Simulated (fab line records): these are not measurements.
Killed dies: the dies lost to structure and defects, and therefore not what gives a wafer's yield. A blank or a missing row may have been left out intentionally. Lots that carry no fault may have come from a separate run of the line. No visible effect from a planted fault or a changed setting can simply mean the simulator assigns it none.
Matching of chambers | flow n5 finfet | N5_BEOL_M11_CURE_72 on uv cure-03 has 3 sister chambers
The step cures SiCOH lowk, time 120 s. 3 wafers are shown with their chamber, then 10 later ones without.

WAFERS PAIRED WITH THEIR CHAMBERS
wafer  | chamber | wafer_temp_C_max
L083.5 | 0       | 371.1
L084.6 | 1       | 372.3
L089.3 | 2       | 371.1

WAFERS WITH NO CHAMBER GIVEN
wafer  | wafer_temp_C_max
L089.4 | 371.0
L093.3 | 371.3
L093.4 | 371.1
L093.5 | 370.8
L094.1 | 371.1
L094.4 | 371.7
L094.6 | 371.2
L095.1 | 371.1
L095.3 | 371.0
L095.4 | 371.6

CHAMBER TAKEN BY EACH
wafer  | from the rows above          | in truth
L089.4 | can't be placed: 0 or 2      | 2
L093.3 | can't be placed: 0 or 2      | 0
L093.4 | can't be placed: 0 or 2      | 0
L093.5 | can't be placed: 0 or 2      | 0
L094.1 | can't be placed: 0 or 2      | 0
L094.4 | can't be placed: 0 or 2 or 1 | 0
L094.6 | can't be placed: 0 or 2      | 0
L095.1 | can't be placed: 0 or 2      | 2
L095.3 | can't be placed: 0 or 2      | 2
L095.4 | can't be placed: 0 or 2 or 1 | 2
Placed correctly: 0 of 10. Unplaceable from these rows: 10, with the true chamber sitting among the candidates in 10. Wrongly placed: 0.
How it was worked out, from the rows above alone: a wafer's distance from a chamber is the root of the sum, over the readings, of the square of ((its reading less the chamber's mean) divided by the reading's scatter). If the next closest chamber is less than 2 further off than the closest, the wafer can't be placed; otherwise it belongs to the closest. Each chamber's mean is taken over the wafers shown for it. The scatter: root of mean squared gap, hidden wafer to nearest shown wafer, with one shown wafer a chamber.
